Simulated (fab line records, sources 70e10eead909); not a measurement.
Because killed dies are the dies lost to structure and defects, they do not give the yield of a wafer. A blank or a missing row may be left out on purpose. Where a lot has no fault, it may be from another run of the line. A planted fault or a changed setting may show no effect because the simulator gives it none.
Struck lot and sound lot, side by side / flow nand_harc / 14 out of 1159 route steps
Sound: the wafers L518.2, L518.4, L518.5. Wafers L530.2, L530.3, L530.6 were the ones struck. Last of all comes the cause.
For every step that has rows: the tool of each side, followed by ch and its chambers, followed by its first start. Under that, the readings that differ: sound wafers / struck wafers / difference of the means / sigmas: that difference in standard deviations of wafers without a fault.
alike: a reading whose means differ by less than 2 such deviations, as well as words and numbers matching on both sides. not compared: withheld readings; readings where some wafer has no value; bounds like >300 that might hide an equal value; numbers whose values overlap and for which the record gives no deviation.
A row with sigmas, a row that says differs or no value, or rows on one side alone: a step with any of these is where the two part. When numbers do not overlap yet have no deviation, they are printed without sigmas and do not part them. A reading that every wafer of one side lacks parts them only if that side has two wafers or more.

first, 4 steps without rows for these wafers: NHARC_THIN_TSV_EBR_29; NHARC_THIN_TSV_EXPOSE_30 (exposes mask PAD); NHARC_THIN_TSV_PEB_31 (peb time 85 s); NHARC_THIN_TSV_DEVELOP_32 (time 70 s).
NHARC_THIN_TSV_CD_MEAS_33: target cd 5000 nm.
  sound on cd_sem-03 ch 0, day 20 07:59; struck on cd_sem-01 ch 0, day 21 19:57
  alike: cd_nm
then, 1 step without rows for these wafers: NHARC_THIN_TSV_HARDBAKE_34 (time 80 s).
NHARC_THIN_TSV_DESCUM_35: chemistry O2, time 3 s.
  sound on rie_diel-11 ch 0,1,2, day 20 08:09; struck on rie_diel-10 ch 2,3, day 21 20:06
  alike: drypump_motor_current_A, oes_product_au, rf_vpp_V, showerhead_plenum_p_Torr, throttle_valve_pct
  not compared: rf_hours_counter_h
NHARC_THIN_TSV_ETCH_59: etches the open film in Cl2/BCl3, target depth 880 nm, time 138.1 s.
  sound on rie_metal-02 ch 0,1, day 20 08:19; struck on rie_metal-02 ch 1, day 21 20:17
  alike: drypump_motor_current_A, oes_product_au, throttle_valve_pct
  not compared: rf_hours_counter_h
NHARC_THIN_TSV_ETCH_36: etches the open film in Cl2/BCl3, target depth 65 nm, time 18.571 s.
  sound on rie_metal-02 ch 0,1, day 20 08:32; struck on rie_metal-02 ch 0,1, day 21 20:31
reading=oes_product_au (a.u.); sound=1.006 1.015 1.004; struck=0.986 0.985 1.002; difference=-0.017; sigmas=-2
  alike: drypump_motor_current_A
  not compared: rf_hours_counter_h
NHARC_THIN_TSV_STRIP_56: strips in O2.
  sound on plasma_asher-02 ch 0,1, day 20 08:39; struck on plasma_asher-02 ch 0,1, day 21 20:36
  alike: drypump_motor_current_A, heater_power_w
  not compared: rf_hours_counter_h
then, 1 step without rows for these wafers: NHARC_THIN_TSV_STRIP_57 (strips in post etch residue remover, time 1200 s).
NHARC_THIN_TSV_CD_MEAS_37:
  sound on cd_sem-02 at day 20 09:26; struck on cd_sem-02 at day 21 21:24
  alike: cd_nm
NHARC_THIN_TSV_ANNEAL_58: time 1800 s.
  sound on furnace-01 ch 0, day 20 10:52; struck on furnace-06 ch 0, day 22 00:11
reading=spike_tc_bottom_C (C); sound=420.0 421.0 420.1; struck=446.0 446.3 445.4; difference=+25.5; sigmas=+12
reading=spike_tc_centre_C (C); sound=401.4 400.9 402.8; struck=423.7 425.2 425.5; difference=+23.1; sigmas=+19
reading=spike_tc_lower_C (C); sound=399.6 400.2 401.0; struck=420.7 423.2 422.7; difference=+21.9; sigmas=+17
reading=spike_tc_top_C (C); sound=430.4 431.1 429.2; struck=449.4 449.0 447.1; difference=+18.3; sigmas=+11
reading=spike_tc_upper_C (C); sound=399.6 398.4 400.2; struck=423.2 423.4 422.9; difference=+23.8; sigmas=+25
NHARC_END_SORT_01:
  sound on prober-02 ch 0, day 20 16:13; struck on prober-01 ch 0, day 22 08:54
  alike: defect_limited_yield, killed_at_array, killed_at_other, killed_at_periphery, killed_dies, killed_open, killed_short, sort_bin_2_pct, sort_bin_3_pct, sort_bin_4_pct, sort_n_pass, sort_rim_yield_pct, sort_yield_pct

== WHERE THEY PART ==
Last at NHARC_THIN_TSV_ANNEAL_58 as far as this record goes, first at NHARC_THIN_TSV_ETCH_36. Later steps at which nothing parts them and some readings are alike: NHARC_END_SORT_01.

WHY: what had been put in by the simulator
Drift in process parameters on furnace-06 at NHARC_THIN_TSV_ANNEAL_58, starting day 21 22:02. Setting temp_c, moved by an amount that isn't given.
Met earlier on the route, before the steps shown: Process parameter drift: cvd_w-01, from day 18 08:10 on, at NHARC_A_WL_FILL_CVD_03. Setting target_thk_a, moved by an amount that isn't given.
